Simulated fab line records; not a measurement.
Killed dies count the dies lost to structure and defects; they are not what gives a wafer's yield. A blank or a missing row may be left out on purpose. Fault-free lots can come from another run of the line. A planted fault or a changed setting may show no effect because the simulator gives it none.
Which of the tools did it? | flow nandHarc | 13 lots (39 wafers sampled), 1 step of a 1302-step route

WHAT THE GAUGES READ, wafer by wafer
NHARC_A_M0_CD_MEAS_09: target cd 80 nm. Usual: 80.0 nm for cdNm, sd 0.71.
lot  | measured     | on       | cdNm (nm)      | flag
L401 | day 22 23:14 | cdSem-01 | 80.2 79.7 80.5 | 
L402 | day 23 13:16 | cdSem-03 | 78.6 79.8 79.3 | 
L404 | day 23 16:17 | cdSem-01 | 79.3 79.4 79.4 | 
L403 | day 23 21:19 | cdSem-03 | 79.7 80.6 78.5 | 
L406 | day 24 20:35 | cdSem-02 | 80.8 79.6 80.5 | 
L407 | day 25 22:46 | cdSem-02 | 81.1 81.2 81.5 | 
L409 | day 26 00:43 | cdSem-02 | 80.8 80.8 80.1 | 
L408 | day 26 13:52 | cdSem-02 | 79.8 79.6 78.9 | 
L410 | day 26 15:34 | cdSem-01 | 80.2 79.7 80.9 | 
L411 | day 27 05:29 | cdSem-01 | 80.8 79.7 80.0 | 
L413 | day 27 09:37 | cdSem-03 | 79.7 79.7 79.5 | 
L419 | day 30 10:47 | cdSem-01 | 79.9 79.7 80.7 | 
L424 | day 31 13:38 | cdSem-02 | 79.3 79.6 79.8 | 

EACH LOT AND THE TOOL THAT RAN IT (in order: tool; ch and the chambers of the sampled wafers; start)
The record holds no process step before these readings.

AS READ BY THE TOOLS THEMSELVES (means over the sampled wafers that have a number; for cases with no such wafer, the mark the record gives instead)
The record holds no such reading with a usual standard deviation.

THE ANSWER, worked out from the rows above alone
Rule: a lot is off if the mean of its wafers that have a number lies more than 3 standard deviations from the usual mean. A lot without any number at a reading at which 4 lots or more have one is off too. Where the step has rows for the other lots, those lots are counted as sound. First the gauges in route order, then the tools' own readings, where a lot's mean is used as printed above. At the first step where some lot is off, the reading lying furthest off is the one used; lots without a number count as furthest.
Across all readings shown, no lot is off: no conclusion can be drawn from this.

WHAT THE SIMULATOR HAD PUT IN
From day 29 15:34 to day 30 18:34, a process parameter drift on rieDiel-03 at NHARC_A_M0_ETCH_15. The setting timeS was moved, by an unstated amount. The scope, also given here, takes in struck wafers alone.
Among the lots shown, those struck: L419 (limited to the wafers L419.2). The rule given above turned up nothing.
